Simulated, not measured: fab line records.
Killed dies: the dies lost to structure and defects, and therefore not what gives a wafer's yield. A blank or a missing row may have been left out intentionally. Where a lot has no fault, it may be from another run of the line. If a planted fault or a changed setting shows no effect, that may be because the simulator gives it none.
Chamber matching :: flow nand harc :: NHARC_THIN_TSV_DEP_47 on pecvd-02 has 3 sister chambers
The step deposits SiO2, target thk 200 nm. 3 wafers are shown with their chamber, then 7 later ones without.

WAFERS WITH THEIR CHAMBER
wafer: L289.4
chamber: 2
throttle valve pct (%): 16.1

wafer: L291.2
chamber: 1
throttle valve pct (%): 16.4

wafer: L291.3
chamber: 0
throttle valve pct (%): 15.4

WAFERS WITHOUT THEIR CHAMBER
wafer: L291.6
throttle valve pct (%): 16.0

wafer: L292.1
throttle valve pct (%): 15.5

wafer: L292.3
throttle valve pct (%): 16.5

wafer: L292.5
throttle valve pct (%): 16.0

wafer: L295.2
throttle valve pct (%): 16.1

wafer: L295.3
throttle valve pct (%): 15.9

wafer: L295.6
throttle valve pct (%): 16.1

THE CHAMBER EACH PASSED THROUGH
wafer: L291.6
from the rows above: 2
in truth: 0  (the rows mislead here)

wafer: L292.1
from the rows above: 0
in truth: 0

wafer: L292.3
from the rows above: 1
in truth: 1

wafer: L292.5
from the rows above: 2
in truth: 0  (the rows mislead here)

wafer: L295.2
from the rows above: 2
in truth: 2

wafer: L295.3
from the rows above: 2
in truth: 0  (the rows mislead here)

wafer: L295.6
from the rows above: 2
in truth: 2
Correctly placed: 4 of 7. From these rows, 0 cannot be placed. Wrongly placed: 3.
How it was worked out, from the rows above alone: a wafer's distance from a chamber is the root of the sum, over the readings, of the square of ((its reading less the chamber's mean) divided by the reading's scatter). If the next closest chamber is less than 2 further off than the closest, the wafer can't be placed; otherwise it belongs to the closest. Each chamber's mean is taken over the wafers shown for it. The scatter (one wafer shown for each chamber): square how far every hidden wafer sits from the nearest shown wafer, average those squares and take the square root.
